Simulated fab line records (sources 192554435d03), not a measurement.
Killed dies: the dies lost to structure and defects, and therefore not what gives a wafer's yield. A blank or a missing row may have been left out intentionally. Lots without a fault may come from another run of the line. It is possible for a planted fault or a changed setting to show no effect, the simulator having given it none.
Split-lot experiment | flow n5_finfet | route with 1938 steps; 7 lots, 21 wafers read

== THE SPLIT ==
At N5_BEOL_M0_CUTY_EXPOSE_54 (exposes mask M0 ABLK), the setting dose_mj was moved away from the recipe's 36 on 9 of the 21 wafers read, by -6.1% to +7.2%. All remaining wafers had this setting at the recipe value.

== FROM THE SPLIT TO THE READING: what the file shows between them, 2 steps ==
- N5_BEOL_M0_CUTY_PEB_55: peb time 60 s
- N5_BEOL_M0_CUTY_DEVELOP_56: develop time 30 s

== THE READING ==
cd_nm, in nm, at N5_BEOL_M0_CUTY_CD_MEAS_57 (target cd 200 nm). Fault-free wafers of this fab line usually give 199.3 nm, standard deviation 1 nm.

wafer  | tool, chamber at the split | dose_mj as run | against the recipe | cd_nm, nm | against lot-mates on the recipe
L074.1 | arfi_scanner-01, 0         | 37.15          | +3.2%              | 197.4     | -1.0
L074.3 | arfi_scanner-01, 0         | 36             | recipe             | 197.9     | -
L074.5 | arfi_scanner-01, 0         | 36             | recipe             | 199.0     | -
L076.1 | arfi_scanner-03, 0         | 33.82          | -6.1%              | 203.7     | +3.8
L076.4 | arfi_scanner-03, 0         | 33.82          | -6.1%              | 204.5     | +4.6
L076.6 | arfi_scanner-03, 0         | 36             | recipe             | 199.9     | -
L077.1 | arfi_scanner-03, 0         | 38.1           | +5.8%              | 195.2     | -2.5
L077.2 | arfi_scanner-03, 0         | 36             | recipe             | 197.7     | -
L077.4 | arfi_scanner-03, 0         | 38.1           | +5.8%              | 196.3     | -1.4
L079.1 | arfi_scanner-01, 0         | 38.58          | +7.2%              | 195.8     | -3.9
L079.2 | arfi_scanner-01, 0         | 36             | recipe             | 199.9     | -
L079.6 | arfi_scanner-01, 0         | 36             | recipe             | 199.6     | -
L083.1 | arfi_scanner-01, 0         | 36             | recipe             | 197.9     | -
L083.2 | arfi_scanner-01, 0         | 36             | recipe             | 199.2     | -
L083.5 | arfi_scanner-01, 0         | 34.48          | -4.2%              | 200.2     | +1.6
L086.2 | arfi_scanner-01, 0         | 36             | recipe             | 199.9     | -
L086.3 | arfi_scanner-01, 0         | 36             | recipe             | 200.8     | -
L086.6 | arfi_scanner-01, 0         | 36             | recipe             | 200.6     | -
L087.1 | arfi_scanner-03, 0         | 36             | recipe             | 197.3     | -
L087.3 | arfi_scanner-03, 0         | 34.57          | -4.0%              | 200.8     | +3.5
L087.6 | arfi_scanner-03, 0         | 34.57          | -4.0%              | 200.7     | +3.4

THE FIT
A straight line over all 21 wafers: cd_nm changes by -0.58 nm for each +1% of dose_mj; r = -0.88; the points scatter about the line by 1.1 nm.
The same after taking each lot's own level away (the mean of its wafers on the recipe; 21 wafers): -0.551 nm for each +1%; r = -0.94; scatter 0.71 nm.
The reading moves by 3.9 nm for the largest change in dose_mj, on that fit.
From 197.30 to 200.43 nm: that is the span of the lots' own levels, equal to 3.1 times the standard deviation above.
So the lot-to-lot level changes the slope little: the two slopes agree.
Check: for one of the wafers moved furthest among these (+7.2%), held out of the fit, the line's prediction against its lot-mates is -3.51 nm. Against them it came out at -3.95 nm.

== OTHER SPLITS ON THESE WAFERS ==
Note: prior to the reading, these wafers also went through further splits. Each is held against what the fit with the lots' levels taken away leaves over:
other split on the same wafers            | wafers away from the commonest value | r with cd_nm (lot level and that fit taken away)
N5_MOL_CONTACT_COAG_COAT_64 spin_rpm      | 3                                    | +0.02
N5_MOL_CONTACT_COAG_COAT_34 spin_rpm      | 11                                   | -0.23
N5_BEOL_M0_SAQP_PECVD_96 time_s           | 3                                    | -0.25
N5_BEOL_M0_SAQP_DEVELOP_13 develop_time_s | 8                                    | +0.22

== THE WHOLE CHAIN: every reading that the file lists as answering this split, in the file's order ==
step                       | what it does                                                            | reading                                                                    | change (the file's fit)               | r (the file's)
N5_BEOL_M0_CUTY_CD_MEAS_57 | target cd 200 nm                                                        | cd_nm                                                                      | -0.54 nm for each +1% of the setting  | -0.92
N5_BEOL_M0_CUTY_ETCH_63    | etches SOC in N2/H2, target depth 82.7 nm, overetch 16.5 nm, time 124 s | BEOL_M0_CUTY.cd_offset_nm (the simulator's own value, which no gauge read) | -0.558 nm for each +1% of the setting | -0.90

== THE FILE'S OWN FIT ==
cd_nm changes by -0.54 nm for each +1% of dose_mj, r = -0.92.
